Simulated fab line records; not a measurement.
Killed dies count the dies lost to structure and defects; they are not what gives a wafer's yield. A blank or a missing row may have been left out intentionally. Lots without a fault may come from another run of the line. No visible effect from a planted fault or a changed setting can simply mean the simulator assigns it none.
The tool behind it: which one?	flow nand_harc	Sampling: 24 lots, 72 wafers, 6 of 1302 route steps

## WHAT EACH GAUGE READ, for each wafer
NHARC_A_M0_THK_MEAS_24: measures by xrf.
lot	measured	on	thk_nm (nm)
L074	day 22 17:25	film_metro-01	113.8 116.0 115.3
L077	day 23 08:55	film_metro-02	112.5 114.7 115.7
L076	day 23 12:23	film_metro-01	113.9 114.3 113.1
L075	day 23 16:56	film_metro-01	117.8 113.7 115.4
L078	day 24 08:07	film_metro-02	116.4 116.5 117.3
L079	day 24 09:36	film_metro-02	112.6 111.8 117.4
L081	day 25 05:22	film_metro-01	115.1 114.5 112.9
L080	day 25 06:53	film_metro-02	111.8 117.5 115.1
L083	day 25 22:51	film_metro-01	115.6 112.5 115.8
L082	day 25 23:22	film_metro-01	112.4 114.4 114.3
L084	day 26 22:20	film_metro-01	111.3 112.9 110.9
L085	day 27 01:00	film_metro-02	116.5 113.5 115.4
L086	day 28 00:40	film_metro-01	115.2 112.3 113.0
L087	day 28 04:59	film_metro-02	111.6 114.3 113.3
L089	day 29 01:45	film_metro-02	116.7 115.1 114.3
L088	day 29 05:25	film_metro-02	114.6 114.7 114.5
L091	day 29 08:56	film_metro-02	118.2 112.7 110.9
L092	day 29 09:58	film_metro-02	117.4 114.3 115.5
L090	day 29 13:31	film_metro-02	112.3 114.7 114.9
L093	day 30 16:07	film_metro-01	115.1 116.2 114.2
L094	day 30 21:23	film_metro-02	114.4 114.4 117.1
L095	day 31 06:14	film_metro-01	112.6 112.0 111.6
L097	day 32 13:15	film_metro-02	117.3 113.8 114.0
L096	day 32 14:11	film_metro-02	116.1 112.8 115.0

## WHICH TOOL RAN EACH LOT (tool, then ch and the chambers of the sampled wafers, then the start)
lot	NHARC_A_CONTACT_ETCH_98	NHARC_A_CONTACT_ALD_18	NHARC_A_BLC_STRIP_21	NHARC_A_BLC_DEGAS_30	NHARC_A_BLC_ALD_23
L074	rie_diel-13 ch 1,2,3, day 22 08:32 or earlier	ald_metal-02 ch 1,3, day 22 08:32	rie_diel-05 ch 2,3, day 22 12:12	pvd_sputter-03, day 22 12:38	ald_metal-01 ch 0,2, day 22 12:53
L077	rie_diel-08 ch 0,3, day 23 00:29 or earlier	ald_metal-04 ch 1,2, day 23 00:29	rie_diel-05 ch 0,3, day 23 03:50	pvd_sputter-02, day 23 04:15	ald_metal-04 ch 2,3, day 23 04:29
L076	rie_diel-04 ch 0,1,3, day 23 03:38 or earlier	ald_metal-03 ch 0,1,2, day 23 03:38	rie_diel-11 ch 0,1,2, day 23 07:08	pvd_sputter-02, day 23 07:33	ald_metal-04 ch 0,3, day 23 07:49
L075	rie_diel-13 ch 1,2, day 23 07:15	ald_metal-02 ch 1,2,3, day 23 08:38	rie_diel-05 ch 1,2,3, day 23 11:52	pvd_sputter-03, day 23 12:17	ald_metal-04 ch 0,1,2, day 23 12:33
L078	rie_diel-04 ch 0,1,3, day 23 22:29	ald_metal-02 ch 0,1,2, day 23 23:43	rie_diel-11 ch 2,3, day 24 02:55	pvd_sputter-03, day 24 03:19	ald_metal-04 ch 0,2,3, day 24 03:34
L079	rie_diel-13 ch 0,1,3, day 24 01:04 or earlier	ald_metal-03 ch 0,1,2, day 24 01:04	rie_diel-11 ch 0,1,3, day 24 04:22	pvd_sputter-01, day 24 04:50	ald_metal-01 ch 0,2,3, day 24 05:05
L081	rie_diel-13 ch 0,2,3, day 24 19:41	ald_metal-04 ch 1,2,3, day 24 20:48	rie_diel-11 ch 0,1,3, day 25 00:09	pvd_sputter-02, day 25 00:34	ald_metal-04 ch 0,1,2, day 25 00:49
L080	rie_diel-13 ch 2,3, day 24 20:52	ald_metal-04 ch 0,1,2, day 24 22:06	rie_diel-11 ch 0,3, day 25 01:23	pvd_sputter-03, day 25 01:49	ald_metal-01 ch 1,2,3, day 25 02:06
L083	rie_diel-13 ch 1,2,3, day 25 13:55 or earlier	ald_metal-04 ch 2,3, day 25 13:55	rie_diel-11 ch 0,3, day 25 17:29	pvd_sputter-03, day 25 17:55	ald_metal-01 ch 0,1,3, day 25 18:11
L082	rie_diel-08 ch 1,2,3, day 25 14:41 or earlier	ald_metal-03 ch 2,3, day 25 14:41	rie_diel-05 ch 0,1, day 25 18:01	pvd_sputter-02, day 25 18:27	ald_metal-04 ch 0,2,3, day 25 18:40
L084	rie_diel-04 ch 0,1, day 26 13:29 or earlier	ald_metal-03 ch 0,2,3, day 26 13:29	rie_diel-05 ch 1,2, day 26 17:08	pvd_sputter-02, day 26 17:33	ald_metal-03 ch 0,1,2, day 26 17:50
L085	rie_diel-13 ch 0,2,3, day 26 16:37 or earlier	ald_metal-04 ch 0,1, day 26 16:37	rie_diel-07 ch 0,1,3, day 26 19:49	pvd_sputter-03, day 26 20:14	ald_metal-01 ch 0,2,3, day 26 20:30
L086	rie_diel-13 ch 1,2,3, day 27 16:11 or earlier	ald_metal-04 ch 1,2, day 27 16:11	rie_diel-11 ch 0,3, day 27 19:31	pvd_sputter-01, day 27 19:56	ald_metal-03 ch 0,3, day 27 20:11
L087	rie_diel-13 ch 0,1,3, day 27 20:35 or earlier	ald_metal-02 ch 1,2, day 27 20:35	rie_diel-05 ch 1,2, day 27 23:47	pvd_sputter-03, day 28 00:14	ald_metal-04 ch 1,2, day 28 00:28
L089	rie_diel-13 ch 1,2, day 28 17:18 or earlier	ald_metal-04 ch 0,2, day 28 17:18	rie_diel-11 ch 0,1, day 28 20:31	pvd_sputter-03, day 28 20:56	ald_metal-01 ch 0,3, day 28 21:10
L088	rie_diel-13 ch 0,1,3, day 28 20:51 or earlier	ald_metal-03 ch 0,2, day 28 20:51	rie_diel-11 ch 0,1, day 29 00:11	pvd_sputter-02, day 29 00:37	ald_metal-01 ch 0,1,3, day 29 00:53
L091	rie_diel-13 ch 1,3, day 29 00:23 or earlier	ald_metal-04 ch 0,2,3, day 29 00:23	rie_diel-05 ch 0,1, day 29 03:42	pvd_sputter-01, day 29 04:07	ald_metal-03 ch 1,3, day 29 04:22
L092	rie_diel-13 ch 2,3, day 29 01:28 or earlier	ald_metal-02 ch 0,2,3, day 29 01:28	rie_diel-11 ch 1,3, day 29 04:45	pvd_sputter-01, day 29 05:11	ald_metal-04 ch 0,1,2, day 29 05:26
L090	rie_diel-13 ch 0,1,3, day 29 04:58 or earlier	ald_metal-02 ch 0,2, day 29 04:58	rie_diel-11 ch 0,2,3, day 29 08:17	pvd_sputter-03, day 29 08:43	ald_metal-03 ch 2,3, day 29 08:58
L093	rie_diel-08 ch 0,2, day 30 07:33 or earlier	ald_metal-03 ch 0,1, day 30 07:33	rie_diel-05 ch 2,3, day 30 10:52	pvd_sputter-02, day 30 11:18	ald_metal-04 ch 0,2,3, day 30 11:34
L094	rie_diel-13 ch 0,2,3, day 30 12:54 or earlier	ald_metal-03 ch 1,2,3, day 30 12:54	rie_diel-05 ch 2,3, day 30 16:16	pvd_sputter-02, day 30 16:41	ald_metal-04 ch 0,2,3, day 30 16:58
L095	rie_diel-13 ch 1,2,3, day 30 21:41 or earlier	ald_metal-04 ch 1,2,3, day 30 21:41	rie_diel-11 ch 1,3, day 31 00:59	pvd_sputter-02, day 31 01:25	ald_metal-03 ch 1,3, day 31 01:40
L097	rie_diel-13 ch 2,3, day 32 03:30 or earlier	ald_metal-04 ch 0,1,3, day 32 03:30	rie_diel-11 ch 0,1, day 32 07:37	pvd_sputter-02, day 32 08:02	ald_metal-01 ch 0,1,3, day 32 08:19
L096	rie_diel-13 ch 0,1,3, day 32 05:02 or earlier	ald_metal-02 ch 0,1, day 32 05:02	rie_diel-11 ch 0,1,3, day 32 08:30	pvd_sputter-01, day 32 08:55	ald_metal-04 ch 0,1,2, day 32 09:12
- NHARC_A_CONTACT_ETCH_98: etches the open film in C4F6/O2, target depth 20 nm, time 10 s.
- NHARC_A_CONTACT_ALD_18: deposits TiN, target thk 3 nm, pulse time 1 s, ald cycles 150.
- NHARC_A_BLC_STRIP_21: strips in O2.
- NHARC_A_BLC_DEGAS_30: time 60 s.
- NHARC_A_BLC_ALD_23: deposits TiN, target thk 3 nm, pulse time 1 s, ald cycles 150.

## WHAT THE TOOLS THEMSELVES READ (means of the sampled wafers that have a number; where no wafer has one, the mark that the record gives instead)
NHARC_A_CONTACT_ETCH_98.
lot	tool	drypump_motor_current_A (A)	oes_product_au (a.u.)	rf_vpp_V (V)	showerhead_plenum_p_Torr (Torr)	throttle_valve_pct (%)
L074	rie_diel-13	5.4	0.936	547.4	3.95	26.901
L077	rie_diel-08	5.9	0.954	549.8	4.10	26.898
L076	rie_diel-04	6.1	0.941	548.6	3.99	26.907
L075	rie_diel-13	5.3	0.960	545.8	3.86	26.903
L078	rie_diel-04	6.1	0.964	548.0	3.99	26.906
L079	rie_diel-13	5.8	0.952	547.7	3.98	26.908
L081	rie_diel-13	5.4	1.000	547.0	3.96	26.908
L080	rie_diel-13	5.2	0.944	547.9	4.00	26.900
L083	rie_diel-13	5.4	0.938	545.9	3.94	26.908
L082	rie_diel-08	5.8	0.990	550.2	4.07	26.902
L084	rie_diel-04	6.1	0.953	549.3	4.07	26.904
L085	rie_diel-13	5.4	0.946	547.2	3.95	26.897
L086	rie_diel-13	5.4	0.938	547.7	3.93	26.901
L087	rie_diel-13	5.9	0.945	547.9	3.98	26.903
L089	rie_diel-13	5.3	0.940	545.0	3.84	26.901
L088	rie_diel-13	5.9	0.938	547.9	3.98	26.902
L091	rie_diel-13	5.6	0.938	549.3	4.02	26.904
L092	rie_diel-13	5.2	0.937	548.3	3.99	26.902
L090	rie_diel-13	5.8	0.945	548.0	3.97	26.904
L093	rie_diel-08	6.0	0.936	546.2	3.90	26.906
L094	rie_diel-13	5.5	1.001	547.5	3.95	26.897
L095	rie_diel-13	5.5	0.957	547.1	3.93	26.905
L097	rie_diel-13	5.0	0.946	546.1	3.90	26.902
L096	rie_diel-13	5.9	0.961	547.6	3.97	26.906

NHARC_A_CONTACT_ALD_18.
lot	tool	heater_power_outer_w (W)	heater_power_w (W)	precursor_pulse_height_rel
L074	ald_metal-02	685	1142	1.002
L077	ald_metal-04	707	1189	0.987
L076	ald_metal-03	760	1198	0.999
L075	ald_metal-02	712	1099	0.981
L078	ald_metal-02	680	1066	0.969
L079	ald_metal-03	759	1155	1.004
L081	ald_metal-04	677	1103	1.005
L080	ald_metal-04	701	1140	0.990
L083	ald_metal-04	653	1027	0.988
L082	ald_metal-03	740	1132	0.982
L084	ald_metal-03	761	1178	1.003
L085	ald_metal-04	749	1249	0.993
L086	ald_metal-04	688	1168	1.005
L087	ald_metal-02	713	1095	0.981
L089	ald_metal-04	643	1029	1.010
L088	ald_metal-03	820	1211	0.986
L091	ald_metal-04	647	1064	0.999
L092	ald_metal-02	654	1047	0.997
L090	ald_metal-02	614	996	1.004
L093	ald_metal-03	687	1089	1.001
L094	ald_metal-03	727	1115	0.997
L095	ald_metal-04	674	1115	0.996
L097	ald_metal-04	717	1171	1.002
L096	ald_metal-02	636	1035	0.996

NHARC_A_BLC_STRIP_21.
lot	tool	drypump_motor_current_A (A)	oes_product_au (a.u.)	rf_vpp_V (V)	showerhead_plenum_p_Torr (Torr)	throttle_valve_pct (%)
L074	rie_diel-05	5.72	1.008	57.3	3.36	17.029
L077	rie_diel-05	5.48	0.998	57.3	3.44	17.033
L076	rie_diel-11	5.57	1.006	57.8	3.63	17.042
L075	rie_diel-05	5.76	1.009	58.1	3.40	17.045
L078	rie_diel-11	5.50	1.013	57.7	3.68	17.032
L079	rie_diel-11	5.83	1.010	57.6	3.64	17.028
L081	rie_diel-11	5.83	1.004	58.6	3.64	17.042
L080	rie_diel-11	5.66	1.013	58.3	3.58	17.037
L083	rie_diel-11	5.82	1.004	58.5	3.64	17.029
L082	rie_diel-05	5.66	1.012	57.8	3.44	17.027
L084	rie_diel-05	5.88	1.009	57.3	3.36	17.042
L085	rie_diel-07	5.72	0.998	57.2	3.47	17.034
L086	rie_diel-11	5.66	1.011	57.9	3.58	17.039
L087	rie_diel-05	5.89	1.001	58.7	3.36	17.039
L089	rie_diel-11	5.67	1.009	58.0	3.58	17.035
L088	rie_diel-11	5.66	0.999	58.2	3.58	17.035
L091	rie_diel-05	5.82	1.001	57.0	3.43	17.035
L092	rie_diel-11	5.99	0.997	58.1	3.69	17.038
L090	rie_diel-11	5.56	1.005	58.5	3.63	17.030
L093	rie_diel-05	5.69	1.006	57.6	3.36	17.035
L094	rie_diel-05	5.61	0.997	56.4	3.40	17.036
L095	rie_diel-11	5.99	1.008	58.6	3.68	17.033
L097	rie_diel-11	5.67	1.008	58.4	3.58	17.026
L096	rie_diel-11	5.84	1.018	57.8	3.63	17.043

NHARC_A_BLC_DEGAS_30.
lot	tool	heater_power_w (W)
L074	pvd_sputter-03	468
L077	pvd_sputter-02	419
L076	pvd_sputter-02	437
L075	pvd_sputter-03	456
L078	pvd_sputter-03	491
L079	pvd_sputter-01	464
L081	pvd_sputter-02	416
L080	pvd_sputter-03	498
L083	pvd_sputter-03	513
L082	pvd_sputter-02	445
L084	pvd_sputter-02	445
L085	pvd_sputter-03	452
L086	pvd_sputter-01	453
L087	pvd_sputter-03	454
L089	pvd_sputter-03	528
L088	pvd_sputter-02	412
L091	pvd_sputter-01	444
L092	pvd_sputter-01	396
L090	pvd_sputter-03	535
L093	pvd_sputter-02	412
L094	pvd_sputter-02	404
L095	pvd_sputter-02	419
L097	pvd_sputter-02	386
L096	pvd_sputter-01	479

NHARC_A_BLC_ALD_23.
lot	tool	heater_power_outer_w (W)	heater_power_w (W)	precursor_pulse_height_rel
L074	ald_metal-01	597	978	1.013
L077	ald_metal-04	638	995	1.020
L076	ald_metal-04	686	1093	0.998
L075	ald_metal-04	684	1134	1.009
L078	ald_metal-04	673	1083	1.002
L079	ald_metal-01	648	1039	1.000
L081	ald_metal-04	694	1129	1.006
L080	ald_metal-01	646	1006	1.021
L083	ald_metal-01	673	1054	0.990
L082	ald_metal-04	680	1082	0.997
L084	ald_metal-03	742	1160	1.001
L085	ald_metal-01	653	1031	0.980
L086	ald_metal-03	709	1129	0.987
L087	ald_metal-04	664	1080	1.008
L089	ald_metal-01	665	1092	1.004
L088	ald_metal-01	670	1082	0.982
L091	ald_metal-03	658	1043	0.999
L092	ald_metal-04	714	1142	1.010
L090	ald_metal-03	730	1121	0.990
L093	ald_metal-04	647	1050	1.002
L094	ald_metal-04	666	1045	0.995
L095	ald_metal-03	652	1040	1.021
L097	ald_metal-01	663	1053	1.015
L096	ald_metal-04	693	1122	1.015

## THE ANSWER, worked out from the rows above alone
Rule: the lots themselves supply what counts as usual. Put in order of their means at a reading, lots are off if they are a third of the lots or fewer, leave a main group of 4 or more, and stand apart from it by a gap of 3 or more times the standard deviation of the main group's means; of several such gaps the widest counts. A main group whose means are all the same, to the digits that the tables above print for the reading, isn't used. A lot without any number at a reading at which 4 lots or more have one is off too. Any other lot the step has rows for is counted as sound. First the gauges in route order, then the tools' own readings, where a lot's mean is used as printed above. The first step at which some lot is off is used, and at that step the reading that is off furthest; a lot without a number counts as furthest.
No lot is off at any reading shown: from this, nothing can be told.

## WHAT HAD BEEN PUT IN BY THE SIMULATOR
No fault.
